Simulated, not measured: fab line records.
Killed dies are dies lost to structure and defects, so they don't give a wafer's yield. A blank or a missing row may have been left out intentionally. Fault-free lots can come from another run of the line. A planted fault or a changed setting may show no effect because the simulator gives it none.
Problem report in the 8D (eight disciplines) form, filled by code / flow n5Finfet / the parts of the form that need people (team, actions taken, sign-off) are left out

## 1. THE ISSUE
Mean of spinSpeedRpm at N5_BEOL_M10_COAT_59: 1460.6 rpm across 6 wafers in 2 lots; on wafers with no fault it is 1499.9 rpm (standard deviation 0.92). That puts it -43 standard deviations away from the usual mean.
The step: time 60 s, resist thk 100 nm.
First seen on wafer L552.1, day 12 08:03, on lithoTrack-04. Wafers with a number at this step in the record: 34, from 12 lots. The rule behind "out" and "out of limits": a value lying over 4 standard deviations away from the usual mean. All remaining wafers that have a number are taken as sound.

## 2. WHAT IT IS AND WHAT IT IS NOT
question=which readings at this step | is=spinSpeedRpm | is not=-
question=which lots | is=L552, L555 | is not=L544, L545, L557, L558, L559, L561, L563, L564, L565, L566
question=which wafers of those lots | is=all that have a number | is not=-
question=read on which tools | is=lithoTrack-04 | is not=lithoTrack-02, lithoTrack-03
question=when | is=from day 12 08:03 | is not=up to then (6 sound wafers); but 22 sound wafers of L557, L558, L559, L561, L563, L564, L565, L566 came after

## 3. WHAT RULES OUT EACH SUSPECT
Counting: a tool at a process step up to the reading stays a suspect if it ran every lot that is out and no sound lot after the first of them.
- uvCure-02 at N5_BEOL_M9_CURE_72 (cures SiCOH lowk, time 120 s): ruled out as a lasting fault. Following L552 (day 12 01:55), the first lot on it that is out, the sound lots L559, L558 were run on it.
- lithoTrack-04 at N5_BEOL_M10_COAT_59 (time 60 s, resist thk 100 nm): ruled out as a lasting fault. Following L552 (day 12 08:03), the first lot on it that is out, the sound lots L565, L566 were run on it.
Left after counting: nothing in the record.

## 4. THE CAUSE (what the simulator had put in)
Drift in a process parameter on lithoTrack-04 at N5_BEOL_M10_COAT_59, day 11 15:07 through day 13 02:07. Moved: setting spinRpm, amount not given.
Counting ruled it out, wrongly.

## 5. SEQUENCE OF EFFECTS, ordered by route
One row per reading whose mean, taken over the struck wafers that have a number, lies over 3 standard deviations from the usual. Only readings whose record carries a usual standard deviation are examined. hours: median over the lots of the time between each lot's start at the first step of this table that gives one and its start at this step. sigmas: the change, counted in usual standard deviations.
hours=0; step=N5_BEOL_M10_COAT_59; reading=spinSpeedRpm; usual=1499.9 rpm; on struck wafers=1460.6; change=-39.3; sigmas=-43
Process steps it contains:
- N5_BEOL_M10_COAT_59: time 60 s, resist thk 100 nm.

## 6. HOW IT WOULD HAVE BEEN CAUGHT EARLIER
The fault began at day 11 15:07; the first out-of-limits reading in this record came at day 12 08:03, 17 hours later.
